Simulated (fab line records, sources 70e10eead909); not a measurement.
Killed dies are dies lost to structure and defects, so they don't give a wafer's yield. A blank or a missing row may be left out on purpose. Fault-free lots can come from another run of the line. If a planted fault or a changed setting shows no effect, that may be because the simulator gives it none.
fab line records -- flow nandHarc
[record] lots = 5, wafers = 15, lastDay = 34
route steps=1302 shown P_STI@107 P_GATE@110
lots that met no fault: taken from a fault-free run of the same line
startH: start of the lot's first displayed wafer, in hours after the record's first day -- waitH: how many hours have passed since the lot's step before this one -- " repeats the value in the row above -- L1.1+2: several wafers, shown together as one row -- - value missing, or start not given -- * or withheld: withheld -- < > ~ a bound
route shown NAME@n: NAME is a module with steps in the file, n the number in the route of the first one -- usual: mean/standard deviation of fault-free wafers -- same: alike in all rows -- chamber/n: place in a boat -- sites: each site's reading -- _std_site: how widely they spread, as a standard deviation -- _edge_site: mean of outer sites minus mean of inner sites -- radiusMm: how far each site lies from the wafer's centre -- mask NAME#n: copy n -- behind: the most recent tool/chamber to have shaped the wafer -- hold: cause of the lot's hold/its duration in hours/its outcome -- device: the n, p or np transistor that did not switch -- end of line: tests run on the same wafers once the route is complete -- step lacking rows: just its recipe -- killed: at the first sort, the dies lost to defects and structure; wafer yield is something else -- map: per-die view of a wafer (x killed, . not killed, _ where there is no die)
set.NAME: setting as actually run; set.NAME@STEP: the setting as run at that earlier step -- model.NAME: the simulator's own value behind a step, which no gauge read
certain route steps with their lots: each step a table, each wafer a row
services: from which hour (startH, from the record's first day; less than 0 if before it) a tool's chamber was out of use, for how many hours, and why
[[steps]]
[step NHARC_P_STI_SRD_39]
[step NHARC_P_STI_OXIDE_40]
[recipe] targetThkA = 100, tempC = 900, oxTimeS = 1362, material = SiO2
[step NHARC_P_STI_INSPECT_25]
[usual] rawDefectCount = 225/90
lot.wafer,tool,chamber,startH,waitH,rawDefectCount
L812.1,defectInspect-01,-,80.24,0.4,163
L812.3,defectInspect-01,-,80.24,0.4,147
L812.5,defectInspect-01,-,80.24,0.4,138
L818.2,defectInspect-01,-,137.66,0.4,129
L818.3,defectInspect-01,-,137.66,0.4,139
L818.5,defectInspect-01,-,137.66,0.4,165
L822.3,defectInspect-01,-,178.82,0.4,184
L822.4,defectInspect-01,-,178.82,0.4,248
L822.5,defectInspect-01,-,178.82,0.4,179
L833.4,defectInspect-02,-,285.29,0.4,344
L833.5,defectInspect-02,-,285.29,0.4,342
L833.6,defectInspect-02,-,285.29,0.4,374
L835.1,defectInspect-02,-,304.19,0.4,215
L835.2,defectInspect-02,-,304.19,0.4,284
L835.3,defectInspect-02,-,304.19,0.4,191
[step NHARC_P_GATE_ETCH_69]
[recipe] targetDepthA = 140, chemistry = dHF, material = SiO2
[step NHARC_P_GATE_PRECLEAN_70]
[recipe] timeS = *, tempC = 50, bathAgeMin = 0, chemistry = SC1
[step NHARC_P_GATE_SRD_01]
[step NHARC_P_GATE_OXIDE_02]
[recipe] targetThkA = 375, tempC = 950, pH2oTorr = 720, oxTimeS = 365, material = SiO2
[step NHARC_P_GATE_DEHYDRATE_03]
[recipe] tempC = 150, timeS = 120
[step NHARC_P_GATE_HMDS_04]
[recipe] timeS = 30
[step NHARC_P_GATE_COAT_05]
[recipe] spinRpm = 4690
[step NHARC_P_GATE_SOFTBAKE_06]
[recipe] tempC = 122, timeS = 95
[step NHARC_P_GATE_EBR_07]
[step NHARC_P_GATE_EXPOSE_08]
[recipe] na = 0.6, doseMj = 16.75, maskId = P_HV
lot.wafer,tool,chamber,startH,waitH,mask
L812.1+3+5,krfScanner-01,0,88.92,-,P_HV#0
L818.2+3+5,krfScanner-04,0,146.65,-,P_HV#0
L822.3+4+5,krfScanner-01,0,187.13,-,P_HVPW#0
L833.4+5+6,krfScanner-01,0,293.70,-,P_HV#0
L835.1+2+3,krfScanner-02,0,312.48,-,P_HV#0
[step NHARC_P_GATE_PEB_09]
[recipe] pebTempC = 118, pebTimeS = 85
[step NHARC_P_GATE_DEVELOP_10]
[recipe] timeS = 70
[step NHARC_P_GATE_CD_MEAS_11]
[recipe] targetCdNm = 1640, landingEnergyEv = 500
[usual] cdNm = 1640.2/1.3
lot.wafer,tool,chamber,startH,waitH,cdNm
L812.1,cdSem-03,0,89.07,-,1640.8
L812.3,cdSem-03,0,89.07,-,1638.9
L812.5,cdSem-03,0,89.07,-,1641.2
L818.2,cdSem-03,0,146.80,-,1638.0
L818.3,cdSem-03,0,146.80,-,1638.7
L818.5,cdSem-03,0,146.80,-,1640.3
L822.3,cdSem-01,0,187.28,-,-
L822.4,cdSem-01,0,187.28,-,-
L822.5,cdSem-01,0,187.28,-,-
L833.4,cdSem-01,0,293.85,-,1640.2
L833.5,cdSem-01,0,293.85,-,1640.5
L833.6,cdSem-01,0,293.85,-,1639.1
L835.1,cdSem-01,0,312.63,-,1637.9
L835.2,cdSem-01,0,312.63,-,1639.2
L835.3,cdSem-01,0,312.63,-,1638.8
[step NHARC_P_GATE_HARDBAKE_12]
[recipe] tempC = 125, timeS = 80
[[services]]
tool,chamber,startH,hours,kind
krfScanner-02,-,81.36,0.6,repair
krfScanner-01,-,91.99,1.2,repair
krfScanner-02,-,96.67,4.0,pm
krfScanner-01,-,109.82,0.4,repair
krfScanner-01,-,140.00,4.0,pm
krfScanner-04,-,148.73,0.5,repair
krfScanner-02,-,153.03,3.6,repair
krfScanner-01,-,169.76,0.4,repair
krfScanner-02,-,170.47,3.3,repair
krfScanner-04,-,182.00,4.0,pm
krfScanner-01,-,206.90,0.2,repair
krfScanner-01,-,215.38,0.3,repair
krfScanner-04,-,233.75,0.2,repair
krfScanner-02,-,268.67,4.0,pm
krfScanner-02,-,293.02,0.6,repair
krfScanner-01,-,293.87,111.6,repair
[[key]]
[firstSign] step = NHARC_P_GATE_EXPOSE_08, reading = mask, direction = changed
[effect] step = NHARC_P_GATE_CD_MEAS_11, reading = cdNm, direction = missing
metAt NHARC_P_GATE_EXPOSE_08
struckWafers L822.3,L822.4,L822.5
laterRowsLeftOut L822.3,L822.4,L822.5
sortLeftOut L822.3,L822.4,L822.5
testerLeftOut L822
onsetBetween 88.92 187.13
[fault] kind = wrongMask, tool = any, chamber = -, onsetH = 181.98, steps = NHARC_P_GATE_EXPOSE_08, auxCopy = P_HVPW#0, scope = struckLotsOnly
// testerLeftOut: of these lots the tester's yield and bins aren't shown, on N5 and GAA mostly nor the transistor test; their killed dies are dies lost to structure and defects alone, not to doping, threshold or leakage, so they don't give the yield
// sortLeftOut: the simulated sort isn't trusted on such a fault, so these wafers' sort isn't shown, and their yield isn't known
// laterRowsLeftOut: the simulator's readings of these wafers behind a module that went badly wrong aren't trusted and aren't shown, but for the sort
